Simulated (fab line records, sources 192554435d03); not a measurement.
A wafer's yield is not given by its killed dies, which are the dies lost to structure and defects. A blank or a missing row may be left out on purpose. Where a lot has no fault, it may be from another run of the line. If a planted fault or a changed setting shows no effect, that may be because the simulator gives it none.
fab line records + flow n5Finfet
[record]
- lots = 10
- wafers = 28
- lastDay = 17
route steps=1938 shown BEOL_M4@1111 BEOL_M12@1622 PASSIVATION@1936
lots that met no fault: taken from a fault-free run of the same line
startH: hours from the record's opening day to when the first of the lot's shown wafers began + waitH: hours from the lot's prior step to this one + " identical to the entry in the row above + L1.1+2: one row covering several wafers at once + - no value present, or no start provided + * or withheld: withheld + < > ~ a bound
route shown NAME@n: a module of which the file shows steps, and the number in the route of the first + usual: mean/standard deviation taken from wafers without a fault + same: alike in all rows + chamber/n: place in a boat + sites: each site's reading + _std_site: their standard deviation + _edge_site: outer sites' mean less inner sites' + radiusMm: for every site, how far away it sits from the centre of the wafer + mask NAME#n: copy n + behind: the most recent tool/chamber to have shaped the wafer + hold: why the lot was held/for how many hours/how that ended + device: names the non-switching transistor (n, p or np) + end of line: tests run on the same wafers once the route is complete + where a step has no rows: the recipe by itself + killed: the dies lost at the first sort to structure and to defects; this is not the yield of the wafer + map: a wafer's dies, x killed, . not, _ none there
set.NAME: setting as actually run; set.NAME@STEP: the setting as run at that earlier step + model.NAME: the simulator's own value behind a step, which no gauge read
route steps across a sampled set of lots; one table per step, one row per wafer
services: when a tool's chamber went out of use (startH, in hours from the record's first day, below 0 if earlier), for how many hours, and the reason
[[steps]]
[step N5_BEOL_M4_RC_MEAS_101]
[usual]
- DIBL_N = 35.1/1.5
- DIBL_P = 35.2/2
- IOFF_N = 0.146/0.028
- IOFF_P = 0.20/0.036
- ION_N = 670/12
- ION_P = 462/8.2
- SS_N = 71.2/0.63
- SS_P = 73.1/0.7
- VT_N = 250/3.6
- VT_P = -251/3.3
| lot.wafer | tool      | chamber | startH | waitH | DIBL_N[mV/V] | DIBL_P[mV/V] | IOFF_N[nA/um] | IOFF_P[nA/um] | ION_N[uA/um] | ION_P[uA/um] | SS_N[mV/dec] | SS_P[mV/dec] | VT_N[mV] | VT_P[mV] |
|-----------|-----------|---------|--------|-------|--------------|--------------|---------------|---------------|--------------|--------------|--------------|--------------|----------|----------|
| L384.1    | prober-02 | 0       | 190.33 | 0.0   | 32.4         | 32.2         | 0.104         | 0.16          | 659          | 454          | 70.0         | 72.6         | 254      | -251     |
| L384.2    | "         | 0       | "      | "     | 36.0         | 37.7         | 0.163         | 0.24          | 668          | 465          | 71.6         | 73.4         | 248      | -250     |
| L386.1    | prober-02 | 0       | 191.51 | 0.0   | 37.9         | 38.4         | 0.224         | 0.29          | 698          | 474          | 71.8         | 73.8         | 242      | -245     |
| L386.4    | "         | 0       | "      | "     | 36.7         | 36.5         | 0.184         | 0.26          | 659          | 458          | 71.6         | 74.0         | 247      | -246     |
| L386.5    | "         | 0       | "      | "     | 37.4         | 37.5         | 0.204         | 0.29          | 689          | 469          | 72.0         | 73.9         | 246      | -245     |
| L395.1    | prober-01 | 0       | 263.21 | 0.5   | 37.6         | 37.8         | 0.180         | 0.23          | 672          | 458          | 71.6         | 73.6         | 250      | -250     |
| L395.4    | "         | 0       | "      | "     | 35.0         | 33.7         | 0.141         | 0.17          | 659          | 449          | 71.5         | 72.5         | 249      | -257     |
| L395.5    | "         | 0       | "      | "     | 34.9         | 35.0         | 0.143         | 0.18          | 673          | 454          | 70.8         | 73.1         | 254      | -251     |
| L398.1    | prober-02 | 0       | 263.64 | 0.7   | 33.3         | 33.7         | 0.127         | 0.19          | 666          | 462          | 70.3         | 72.5         | 251      | -249     |
| L398.4    | "         | 0       | "      | "     | 32.8         | 34.1         | 0.126         | 0.19          | 664          | 464          | 70.7         | 72.5         | 251      | -251     |
| L398.5    | "         | 0       | "      | "     | 35.4         | 36.4         | 0.161         | 0.24          | 675          | 469          | 71.8         | 73.6         | 247      | -247     |
| L397.3    | prober-02 | 0       | 268.07 | 0.3   | 36.8         | 36.2         | 0.159         | 0.19          | 650          | 447          | 72.4         | 73.2         | 250      | -253     |
| L397.5    | "         | 0       | "      | "     | 34.0         | 34.2         | 0.123         | 0.16          | 674          | 457          | 70.9         | 72.8         | 253      | -256     |
| L397.6    | "         | 0       | "      | "     | 33.5         | 33.2         | 0.112         | 0.15          | 660          | 455          | 70.4         | 72.2         | 252      | -255     |
| L402.1    | prober-01 | 0       | 288.64 | 0.0   | 34.3         | 33.0         | 0.113         | 0.16          | 673          | 463          | 70.9         | 72.8         | 253      | -253     |
| L402.4    | "         | 0       | "      | "     | 36.1         | 35.3         | 0.139         | 0.19          | 674          | 468          | 70.2         | 73.2         | 251      | -253     |
| L401.1    | prober-02 | 0       | 291.47 | 0.0   | 33.3         | 32.2         | 0.128         | 0.20          | 673          | 473          | 70.5         | 72.3         | 248      | -247     |
| L401.4    | "         | 0       | "      | "     | 35.9         | 36.0         | 0.176         | 0.25          | 685          | 478          | 70.3         | 73.8         | 243      | -244     |
| L401.5    | "         | 0       | "      | "     | 33.4         | 32.5         | 0.126         | 0.20          | 666          | 467          | 70.4         | 72.7         | 249      | -251     |
| L403.3    | prober-01 | 0       | 291.84 | 0.3   | 32.4         | 31.6         | 0.116         | 0.19          | 656          | 460          | 70.9         | 71.7         | 254      | -251     |
| L403.5    | "         | 0       | "      | "     | 32.4         | 31.9         | 0.120         | 0.19          | 666          | 462          | 71.7         | 72.3         | 252      | -249     |
| L403.6    | "         | 0       | "      | "     | 35.7         | 36.2         | 0.183         | 0.26          | 680          | 475          | 71.9         | 73.1         | 246      | -245     |
| L404.1    | prober-02 | 0       | 294.09 | 0.0   | 33.7         | 32.9         | 0.123         | 0.16          | 668          | 457          | 70.8         | 71.9         | 251      | -253     |
| L404.2    | "         | 0       | "      | "     | 33.3         | 31.6         | 0.114         | 0.14          | 661          | 455          | 70.4         | 72.7         | 256      | -257     |
| L404.3    | "         | 0       | "      | "     | 36.7         | 36.1         | 0.176         | 0.21          | 671          | 457          | 71.5         | 73.8         | 249      | -251     |
| L405.1    | prober-01 | 0       | 324.03 | 0.0   | 33.1         | 32.6         | 0.103         | 0.15          | 657          | 456          | 70.5         | 71.4         | 257      | -255     |
| L405.3    | "         | 0       | "      | "     | 32.8         | 33.5         | 0.110         | 0.17          | 664          | 464          | 70.8         | 72.8         | 253      | -253     |
| L405.4    | "         | 0       | "      | "     | 33.7         | 33.0         | 0.116         | 0.16          | 670          | 451          | 70.2         | 72.3         | 253      | -255     |
[step N5_BEOL_M12_CD_MEAS_17]
[recipe]
- targetCdNm = 140
- polarity = opening
[usual]
- cdNm = 140.9/2
| lot.wafer | tool     | chamber | startH | waitH | cdNm  |
|-----------|----------|---------|--------|-------|-------|
| L386.1    | cdSem-01 | -       | 255.10 | 0.0   | 141.4 |
| L386.4    | "        | -       | "      | "     | 142.1 |
| L386.5    | "        | -       | "      | "     | 137.8 |
| L384.1    | cdSem-03 | -       | 259.19 | 0.0   | 141.4 |
| L384.2    | "        | -       | "      | "     | 140.7 |
| L395.1    | cdSem-01 | -       | 330.42 | 0.0   | 143.5 |
| L395.4    | "        | -       | "      | "     | 141.0 |
| L395.5    | "        | -       | "      | "     | 140.0 |
| L397.3    | cdSem-01 | -       | 330.60 | 0.0   | 138.2 |
| L397.5    | "        | -       | "      | "     | 140.0 |
| L397.6    | "        | -       | "      | "     | 142.1 |
| L398.1    | cdSem-02 | -       | 332.44 | 0.0   | 143.5 |
| L398.4    | "        | -       | "      | "     | 143.9 |
| L398.5    | "        | -       | "      | "     | 143.1 |
| L401.1    | cdSem-03 | -       | 359.48 | 0.0   | 144.6 |
| L401.4    | "        | -       | "      | "     | 144.4 |
| L401.5    | "        | -       | "      | "     | 142.6 |
| L402.1    | cdSem-01 | -       | 361.05 | 0.0   | 139.3 |
| L402.4    | "        | -       | "      | "     | 135.5 |
| L403.3    | cdSem-01 | -       | 364.02 | 0.0   | 143.2 |
| L403.5    | "        | -       | "      | "     | 142.3 |
| L403.6    | "        | -       | "      | "     | 141.8 |
| L404.1    | cdSem-03 | -       | 369.49 | 0.0   | 141.9 |
| L404.2    | "        | -       | "      | "     | 144.3 |
| L404.3    | "        | -       | "      | "     | 143.0 |
| L405.1    | cdSem-01 | -       | 384.31 | 0.0   | 141.6 |
| L405.3    | "        | -       | "      | "     | 141.1 |
| L405.4    | "        | -       | "      | "     | 141.8 |
[step N5_BEOL_M12_CD_MEAS_28]
[recipe]
- targetCdNm = 160.2
- landingEnergyEv = 500
- detector = seInlens
- polarity = opening
[usual]
- cdNm = 160.2/1.5
| lot.wafer | tool     | chamber | startH | waitH | cdNm  |
|-----------|----------|---------|--------|-------|-------|
| L386.1    | cdSem-02 | 0       | 255.43 | -     | 160.7 |
| L386.4    | "        | 0       | "      | "     | 159.7 |
| L386.5    | "        | 0       | "      | "     | 157.8 |
| L384.1    | cdSem-02 | 0       | 259.65 | -     | 162.0 |
| L384.2    | "        | 0       | "      | "     | 161.1 |
| L395.1    | cdSem-02 | 0       | 330.75 | -     | 161.1 |
| L395.4    | "        | 0       | "      | "     | 162.4 |
| L395.5    | "        | 0       | "      | "     | 158.6 |
| L397.3    | cdSem-02 | 0       | 330.93 | -     | 160.5 |
| L397.5    | "        | 0       | "      | "     | 160.8 |
| L397.6    | "        | 0       | "      | "     | 158.0 |
| L398.1    | cdSem-03 | 0       | 332.89 | -     | 159.6 |
| L398.4    | "        | 0       | "      | "     | 160.3 |
| L398.5    | "        | 0       | "      | "     | 160.9 |
| L401.1    | cdSem-01 | 0       | 359.81 | -     | 162.0 |
| L401.4    | "        | 0       | "      | "     | 163.0 |
| L401.5    | "        | 0       | "      | "     | 157.7 |
| L402.1    | cdSem-01 | 0       | 361.50 | -     | 162.5 |
| L402.4    | "        | 0       | "      | "     | 161.2 |
| L403.3    | cdSem-03 | 0       | 364.47 | -     | 160.2 |
| L403.5    | "        | 0       | "      | "     | 162.3 |
| L403.6    | "        | 0       | "      | "     | 162.2 |
| L404.1    | cdSem-01 | 0       | 369.82 | -     | 162.3 |
| L404.2    | "        | 0       | "      | "     | 160.3 |
| L404.3    | "        | 0       | "      | "     | 161.5 |
| L405.1    | cdSem-01 | 0       | 384.64 | -     | 160.4 |
| L405.3    | "        | 0       | "      | "     | 161.7 |
| L405.4    | "        | 0       | "      | "     | 163.7 |
[step N5_BEOL_M12_ETCH_68]
[recipe]
- chemistry = N2/H2
- target = SOC
- maskMaterial = SiARC
- sourceW = 3000
- biasW = 350
- tempC = 40
- timeS = 285
- ionEnergyEv = 200
- pressureMtorr = 30
- n2FlowSccm = 200
- h2FlowSccm = 200
[usual]
- biasW = 349.9/1.1
- chamberPressureMTorr = 30.002/0.027
- drypumpMotorCurrentA = 5.8/0.43
- h2FlowSccm = 200.0/0.58
- n2FlowSccm = 200.1/0.64
- oesProductAu = 0.83/0.051
- rfVppV = 523.6/2.5
- showerheadPlenumPTorr = 2.53/0.09
- throttleValvePct = 17.77/0.16
| lot.wafer | tool       | chamber | startH | waitH | biasW | chamberPressureMTorr | drypumpMotorCurrentA | h2FlowSccm | n2FlowSccm | oesProductAu | rfHoursCounterH | rfVppV | showerheadPlenumPTorr | throttleValvePct |
|-----------|------------|---------|--------|-------|-------|----------------------|----------------------|------------|------------|--------------|-----------------|--------|-----------------------|------------------|
| L386.1    | rieDiel-02 | 2       | 255.74 | 0.1   | 351.9 | 30.021               | 5.5                  | 199.1      | 200.2      | 0.84         | 89              | 520.0  | 2.46                  | 17.90            |
| L386.4    | "          | 1       | "      | "     | 349.2 | 30.016               | 6.7                  | 200.6      | 199.6      | 0.86         | 62              | 522.8  | 2.47                  | 17.58            |
| L386.5    | "          | 2       | "      | "     | 349.3 | 29.986               | 5.5                  | 200.1      | 200.0      | 0.85         | -               | 521.5  | 2.46                  | 17.89            |
| L384.1    | rieDiel-02 | 2       | 259.92 | 0.1   | 349.8 | 30.003               | 5.5                  | 200.8      | 199.2      | 0.83         | 90              | 520.9  | 2.46                  | 17.90            |
| L384.2    | "          | 3       | "      | "     | 351.1 | 30.048               | 5.5                  | 200.6      | 200.6      | 0.90         | 22              | 527.9  | 2.71                  | 17.61            |
| L395.1    | rieDiel-04 | 0       | 331.29 | 0.1   | 349.0 | 30.069               | 5.2                  | 199.4      | 199.6      | 0.78         | 152             | 519.9  | 2.44                  | 18.15            |
| L395.4    | "          | 1       | "      | "     | 349.7 | 29.960               | 5.9                  | 200.1      | 201.8      | 0.81         | 106             | 522.3  | 2.46                  | 17.74            |
| L395.5    | "          | 1       | "      | "     | 349.4 | 29.989               | 5.8                  | 199.4      | 200.2      | 0.82         | -               | 520.6  | 2.46                  | 17.75            |
| L397.3    | rieDiel-02 | 2       | 331.52 | 0.1   | 350.0 | 29.968               | 5.5                  | 199.4      | 199.8      | 0.80         | 117             | 521.0  | 2.45                  | 17.93            |
| L397.5    | "          | 1       | "      | "     | 350.8 | 29.965               | 6.7                  | 200.7      | 200.5      | 0.80         | -               | 522.6  | 2.46                  | 17.61            |
| L397.6    | "          | 0       | "      | "     | 348.8 | 30.040               | 5.7                  | 199.9      | 200.0      | 0.86         | -               | 523.5  | 2.58                  | 17.77            |
| L398.1    | rieDiel-04 | 0       | 333.16 | 0.1   | 348.3 | 30.009               | 5.2                  | 200.5      | 200.0      | 0.78         | 153             | 520.9  | 2.44                  | 18.14            |
| L398.4    | "          | 3       | "      | "     | 350.4 | 29.961               | 6.4                  | 200.9      | 199.3      | 0.88         | 40              | 524.5  | 2.60                  | 17.83            |
| L398.5    | "          | 3       | "      | "     | 350.3 | 30.008               | 6.4                  | 200.2      | 200.2      | 0.87         | -               | 524.5  | 2.60                  | 17.83            |
| L401.1    | rieDiel-02 | 2       | 360.08 | 0.1   | 349.2 | 29.997               | 5.5                  | 200.0      | 200.7      | 0.79         | 127             | 522.6  | 2.44                  | 17.95            |
| L401.4    | "          | 0       | "      | "     | 348.6 | 29.987               | 5.6                  | 200.9      | 199.6      | 0.84         | -               | 525.5  | 2.58                  | 17.81            |
| L401.5    | "          | 3       | "      | "     | 350.0 | 30.018               | 5.6                  | 200.4      | 200.6      | 0.84         | -               | 527.4  | 2.69                  | 17.66            |
| L402.1    | rieDiel-02 | 0       | 361.77 | 0.1   | 350.4 | 30.022               | 5.6                  | 199.1      | 200.3      | 0.84         | 72              | 526.1  | 2.58                  | 17.79            |
| L402.4    | "          | 3       | "      | "     | 349.0 | 29.986               | 5.6                  | 199.7      | 199.9      | 0.83         | -               | 526.7  | 2.69                  | 17.68            |
| L403.3    | rieDiel-04 | 0       | 365.38 | 0.1   | 350.2 | 29.979               | 5.1                  | 200.6      | 199.9      | 0.76         | 164             | 522.2  | 2.43                  | 18.16            |
| L403.5    | "          | 2       | "      | "     | 349.7 | 29.966               | 6.1                  | 200.4      | 199.9      | 0.77         | -               | 523.7  | 2.54                  | 17.57            |
| L403.6    | "          | 3       | "      | "     | 349.5 | 29.985               | 6.4                  | 199.8      | 201.1      | 0.86         | -               | 525.9  | 2.60                  | 17.85            |
| L404.1    | rieDiel-04 | 3       | 370.12 | 0.1   | 349.6 | 30.041               | 6.4                  | 199.9      | 200.9      | 0.86         | 53              | 526.2  | 2.60                  | 17.84            |
| L404.2    | "          | 0       | "      | "     | 350.1 | 30.021               | 5.2                  | 200.3      | 199.7      | 0.76         | 165             | 522.3  | 2.43                  | 18.16            |
| L404.3    | "          | 2       | "      | "     | 351.4 | 29.996               | 6.1                  | 200.3      | 199.4      | 0.76         | 138             | 524.0  | 2.54                  | 17.57            |
| L405.1    | rieDiel-02 | 2       | 384.91 | 0.1   | 348.8 | 29.960               | 5.5                  | 200.1      | 200.5      | 0.79         | 138             | 520.3  | 2.44                  | 17.97            |
| L405.3    | "          | 1       | "      | "     | 350.8 | 30.010               | 6.6                  | 199.8      | 200.9      | 0.82         | 98              | 520.4  | 2.45                  | 17.64            |
| L405.4    | "          | 0       | "      | "     | 350.5 | 30.023               | 5.7                  | 199.4      | 199.6      | 0.84         | 82              | 524.7  | 2.57                  | 17.81            |
[step N5_BEOL_M12_ETCH_38]
[recipe]
- chemistry = CF4/N2
- target = SiCN
- targetDepthA = 687
- taperDeg = 2
- timeS = 73.4
- ionEnergyEv = 150
- maskMaterial = SiO2
- pressureMtorr = 40
- sourceW = 430
- biasW = 70
- Ar_flow_sccm = 100
- cf4FlowSccm = 60
- n2FlowSccm = 60
[usual]
- biasW = 69.99/0.2
- cf4FlowSccm = 59.97/0.2
- drypumpMotorCurrentA = 5.7/0.39
- n2FlowSccm = 59.97/0.17
- oesProductAu = 0.82/0.061
- rfVppV = 381.7/1.9
- showerheadPlenumPTorr = 2.18/0.075
- throttleValvePct = 15.43/0.16
| lot.wafer | tool       | chamber | startH | waitH | biasW | cf4FlowSccm | drypumpMotorCurrentA | n2FlowSccm | oesProductAu | rfHoursCounterH | rfVppV | showerheadPlenumPTorr | throttleValvePct |
|-----------|------------|---------|--------|-------|-------|-------------|----------------------|------------|--------------|-----------------|--------|-----------------------|------------------|
| L386.1    | rieDiel-03 | 0       | 256.78 | -     | 69.87 | 60.25       | 5.4                  | 60.01      | 0.87         | 43              | 382.1  | 2.16                  | 15.44            |
| L386.4    | "          | 3       | "      | "     | 69.97 | 60.33       | 5.3                  | 59.75      | 0.67         | 222             | 379.5  | 2.10                  | 15.68            |
| L386.5    | "          | 2       | "      | "     | 69.49 | 59.86       | 5.7                  | 60.04      | 0.83         | -               | 381.5  | 2.15                  | 15.36            |
| L384.1    | rieDiel-03 | 0       | 261.21 | -     | 70.02 | 59.88       | 5.4                  | 59.93      | 0.87         | 44              | 380.3  | 2.15                  | 15.45            |
| L384.2    | "          | 3       | "      | "     | 69.80 | 59.86       | 5.2                  | 60.19      | 0.66         | 223             | 379.7  | 2.09                  | 15.70            |
| L395.1    | rieDiel-02 | 0       | 331.82 | -     | -     | -           | -                    | -          | -            | -               | -      | -                     | -                |
| L395.4    | "          | 2       | "      | "     | -     | -           | -                    | -          | -            | -               | -      | -                     | -                |
| L395.5    | "          | 0       | "      | "     | -     | -           | -                    | -          | -            | -               | -      | -                     | -                |
| L397.3    | rieDiel-02 | 3       | 331.99 | -     | -     | -           | -                    | -          | -            | -               | -      | -                     | -                |
| L397.5    | "          | 3       | "      | "     | -     | -           | -                    | -          | -            | -               | -      | -                     | -                |
| L397.6    | "          | 2       | "      | "     | -     | -           | -                    | -          | -            | -               | -      | -                     | -                |
| L398.1    | rieDiel-04 | 2       | 334.52 | -     | -     | -           | -                    | -          | -            | -               | -      | -                     | -                |
| L398.4    | "          | 1       | "      | "     | -     | -           | -                    | -          | -            | -               | -      | -                     | -                |
| L398.5    | "          | 1       | "      | "     | -     | -           | -                    | -          | -            | -               | -      | -                     | -                |
| L401.1    | rieDiel-02 | 0       | 362.15 | -     | 69.98 | 59.94       | 5.6                  | 60.04      | 0.83         | 72              | 383.2  | 2.22                  | 15.29            |
| L401.4    | "          | 3       | "      | "     | 70.19 | 60.19       | 5.5                  | 60.10      | 0.85         | -               | 386.2  | 2.34                  | 15.28            |
| L401.5    | "          | 0       | "      | "     | 70.22 | 59.89       | 5.6                  | 60.23      | 0.82         | -               | 382.9  | 2.22                  | 15.31            |
| L402.1    | rieDiel-02 | 3       | 364.52 | -     | 70.50 | 59.67       | 5.5                  | 59.74      | 0.85         | 61              | 386.8  | 2.34                  | 15.28            |
| L402.4    | "          | 0       | "      | "     | 70.01 | 59.70       | 5.7                  | 60.04      | 0.82         | -               | 382.4  | 2.22                  | 15.28            |
| L403.3    | rieDiel-04 | 0       | 367.16 | -     | 69.85 | 59.92       | 5.1                  | 59.76      | 0.77         | 164             | 381.3  | 2.12                  | 15.77            |
| L403.5    | "          | 1       | "      | "     | 69.88 | 60.27       | 5.8                  | 59.80      | 0.79         | -               | 381.3  | 2.13                  | 15.36            |
| L403.6    | "          | 0       | "      | "     | 69.88 | 60.02       | 5.1                  | 60.00      | 0.76         | -               | 380.8  | 2.12                  | 15.77            |
| L404.1    | rieDiel-04 | 0       | 372.68 | -     | 69.73 | 59.91       | 5.1                  | 60.31      | 0.76         | 167             | 378.8  | 2.12                  | 15.79            |
| L404.2    | "          | 2       | "      | "     | 69.98 | 59.75       | 6.1                  | 60.08      | 0.77         | 139             | 381.7  | 2.20                  | 15.34            |
| L404.3    | "          | 1       | "      | "     | 70.14 | 59.96       | 5.8                  | 60.07      | 0.79         | 120             | 381.3  | 2.13                  | 15.36            |
| L405.1    | rieDiel-04 | 2       | 386.12 | -     | 70.01 | 59.53       | 6.1                  | 59.80      | 0.78         | 144             | 382.1  | 2.20                  | 15.33            |
| L405.3    | "          | 1       | "      | "     | 69.73 | 59.99       | 5.8                  | 59.80      | 0.78         | 124             | 381.0  | 2.13                  | 15.37            |
| L405.4    | "          | 0       | "      | "     | 70.15 | 60.07       | 5.2                  | 60.28      | 0.76         | 172             | 379.3  | 2.12                  | 15.79            |
[step N5_PASSIVATION_PROBE_49]
[usual]
- defectLimitedYield = 91.4/1.4
- killed_at_M0_to_M3 = 32/10
- killed_at_M4_up = 13/5.6
- killedAtContacts = 13/6.6
- killedAtFrontEnd = 39/13
- killedAtOther = 3.4/2.8
- killedDies = 101/17
- killedOnRim = 14/4.5
- killedOpen = 66/13
- killedShort = 33/7
- sort_bin_5_function = 5.0/0.93
- sort_bin_6_memory = 3.2/0.65
- sortNPass = 1078/17
- sortYieldPct = 91.4/1.4
[same]
- grossDies = 1180
- killedAtBackSide = 0
- sort_bin_4_leakage[%] = 0
- sort_bin_8_speed[%] = 0
| lot.wafer | tool      | chamber | startH | waitH | defectLimitedYield[%] | killed_at_M0_to_M3 | killed_at_M4_up | killedAtContacts | killedAtFrontEnd | killedAtOther | killedDies | killedOnRim | killedOpen | killedShort | sort_bin_5_function[%] | sort_bin_6_memory[%] | sortNPass | sortYieldPct[%] |
|-----------|-----------|---------|--------|-------|-----------------------|--------------------|-----------------|------------------|------------------|---------------|------------|-------------|------------|-------------|------------------------|----------------------|-----------|-----------------|
| L397.3    | prober-01 | -       | 365.15 | 0.1   | 0                     | 45                 | 1094            | 4                | 29               | 8             | 1180       | 152         | 57         | 42          | 96.4                   | 3.4                  | 0         | 0               |
| L397.5    | prober-01 | -       | 365.25 | 0.2   | 0                     | 48                 | 1094            | 9                | 26               | 3             | 1180       | 152         | 55         | 41          | 96.7                   | 3.1                  | 0         | 0               |
| L397.6    | prober-01 | -       | 365.30 | 0.3   | 0                     | 33                 | 1104            | 7                | 28               | 8             | 1180       | 152         | 57         | 31          | 96.4                   | 3.3                  | 0         | 0               |
| L395.1    | prober-02 | -       | 374.11 | 0.0   | 0                     | 46                 | 1083            | 14               | 35               | 2             | 1180       | 152         | 67         | 38          | 95.6                   | 4.2                  | 0         | 0               |
| L395.4    | prober-02 | -       | 374.26 | 0.2   | 0                     | 32                 | 1097            | 3                | 40               | 8             | 1180       | 152         | 60         | 37          | 95.8                   | 3.9                  | 0         | 0               |
| L395.5    | prober-02 | -       | 374.31 | 0.2   | 0                     | 43                 | 1085            | 5                | 40               | 7             | 1180       | 152         | 71         | 38          | 96.8                   | 3.1                  | 0         | 0               |
| L398.1    | prober-01 | -       | 374.53 | 0.0   | 0                     | 18                 | 1116            | 13               | 33               | 0             | 1180       | 152         | 45         | 28          | 97.2                   | 2.6                  | 0         | 0               |
| L398.4    | prober-01 | -       | 374.68 | 0.2   | 0                     | 25                 | 1111            | 11               | 30               | 3             | 1180       | 152         | 54         | 28          | 96.5                   | 3.3                  | 0         | 0               |
| L398.5    | prober-01 | -       | 374.73 | 0.2   | 0                     | 27                 | 1103            | 17               | 31               | 2             | 1180       | 152         | 63         | 26          | 96.4                   | 3.2                  | 0         | 0               |
// killed by level:class
L397.3 BEOL_M12:areaEtch=1080 BEOL_M0_SAQP:geometricParticle:short=16 BEOL_M2:geometricParticle:open=9 FIN_SAQP:geometricParticle:open=8 STI_FIN_REVEAL:geometricParticle:open=8 BEOL_M4:geometricParticle:open=6 FIN_SAQP:geometricParticle:short=5 BEOL_M0_SAQP:geometricParticle:open=5
L397.5 BEOL_M12:areaEtch=1083 BEOL_M0_SAQP:geometricParticle:short=20 BEOL_M0_SAQP:geometricParticle:open=13 MOL_CONTACT_COAG:geometricParticle:open=7 BEOL_M2:geometricParticle:open=7 FIN_SAQP:geometricParticle:open=6 FIN_SAQP:geometricParticle:short=5 BEOL_M4:geometricParticle:open=4
L397.6 BEOL_M12:areaEtch=1088 BEOL_M0_SAQP:geometricParticle:open=11 BEOL_M0_SAQP:geometricParticle:short=10 BEOL_M2:geometricParticle:open=8 FIN_SAQP:geometricParticle:short=7 MOL_CONTACT_COAG:geometricParticle:open=5 BEOL_M4:geometricParticle:open=5 BEOL_M5:geometricParticle:open=4
L395.1 BEOL_M12:areaEtch=1073 BEOL_M0_SAQP:geometricParticle:short=16 MOL_CONTACT_COAG:geometricParticle:open=13 BEOL_M0_SAQP:geometricParticle:open=10 BEOL_M2:geometricParticle:open=10 FIN_SAQP:geometricParticle:short=9 BEOL_M4:geometricParticle:open=7 FIN_SAQP:geometricParticle:open=6
L395.4 BEOL_M12:areaEtch=1083 BEOL_M0_SAQP:geometricParticle:short=13 BEOL_M0_SAQP:geometricParticle:open=12 FIN_SAQP:geometricParticle:short=9 BEOL_M4:geometricParticle:open=9 FIN_SAQP:geometricParticle:open=7 STI_FIN_REVEAL:geometricParticle:open=7 DUMMY_GATE:geometricParticle:open=4
L395.5 BEOL_M12:areaEtch=1070 FIN_SAQP:geometricParticle:short=13 FIN_SAQP:geometricParticle:open=13 BEOL_M0_SAQP:geometricParticle:open=11 BEOL_M3:geometricParticle:open=9 BEOL_M4:geometricParticle:open=8 BEOL_M0_SAQP:geometricParticle:short=7 BEOL_M2:geometricParticle:open=7
L398.1 BEOL_M12:areaEtch=1106 FIN_SAQP:geometricParticle:short=10 MOL_CONTACT_COAG:geometricParticle:open=8 FIN_SAQP:geometricParticle:open=7 DUMMY_GATE:geometricParticle:open=5 MOL_CONTACT_COAG:geometricParticle:short=5 BEOL_M3:geometricParticle:open=4 BEOL_M0_SAQP:geometricParticle:short=4
L398.4 BEOL_M12:areaEtch=1096 MOL_CONTACT_COAG:geometricParticle:open=7 BEOL_M0_SAQP:geometricParticle:short=7 STI_FIN_REVEAL:geometricParticle:open=6 DUMMY_GATE:geometricParticle:open=5 BEOL_M3:geometricParticle:open=5 BEOL_M2:geometricParticle:open=5 BEOL_M4:geometricParticle:open=5
L398.5 BEOL_M12:areaEtch=1089 MOL_CONTACT_COAG:geometricParticle:open=12 BEOL_M2:geometricParticle:open=7 BEOL_M0_SAQP:geometricParticle:open=7 DUMMY_GATE:geometricParticle:open=6 BEOL_M0_SAQP:geometricParticle:short=6 FIN_SAQP:geometricParticle:open=5 MOL_CONTACT_COAG:geometricParticle:short=5
[[services]]
| tool       | chamber | startH | hours | kind                         |
|------------|---------|--------|-------|------------------------------|
| rieDiel-04 | 0       | 259.93 | 44.6  | repair                       |
| rieDiel-03 | 1       | 300.65 | 1.3   | repair                       |
| rieDiel-04 | 0       | 315.19 | 1.6   | repair                       |
| rieDiel-02 | -       | 322.39 | 0.2   | repair                       |
| rieDiel-03 | 3       | 345.01 | -     | clean                        |
| rieDiel-03 | 3       | 345.01 | -     | consumableReplace:focusRing  |
| rieDiel-03 | 3       | 345.01 | -     | consumableReplace:showerhead |
| rieDiel-03 | 3       | 345.01 | 15.3  | scheduledDown                |
| rieDiel-03 | 3       | 345.01 | 15.3  | ventCycle                    |
| rieDiel-03 | 2       | 351.86 | 1.3   | repair                       |
| rieDiel-02 | 1       | 352.68 | 16.7  | repair                       |
| rieDiel-03 | 1       | 363.83 | 7.7   | repair                       |
| rieDiel-03 | 0       | 369.47 | 10.3  | repair                       |
[[key]]
[firstSign]
- step = N5_BEOL_M12_ETCH_38
- reading = toolRecord
- direction = missing
[effect]
- step = N5_PASSIVATION_PROBE_49
- reading = killed_at_M4_up
- direction = up
- sigmas = 99+
- usual = 13
- struck = 1099
[moreKillsBornAt]
- N5_BEOL_M12_ETCH_38@rieDiel-02 = 6477
- N5_BEOL_M12_ETCH_38@rieDiel-04 = 3291
metAt N5_BEOL_M12_ETCH_38
struckLots L395,L397,L398
laterRowsLeftOut L395.1,L395.4,L395.5,L397.3,L397.5,L397.6,L398.1,L398.4,L398.5
notActingAt N5_BEOL_M12_CD_MEAS_17,N5_BEOL_M12_CD_MEAS_28,N5_BEOL_M12_ETCH_68
[fault]
- kind = skippedStepWhole
- tool = rieDiel-02,rieDiel-04
- chamber = -
- onsetH = 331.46
- steps = N5_BEOL_M12_ETCH_38
- scope = struckLotsOnly
// laterRowsLeftOut: the simulator's readings of these wafers behind a module that went badly wrong aren't trusted and aren't shown, but for the sort
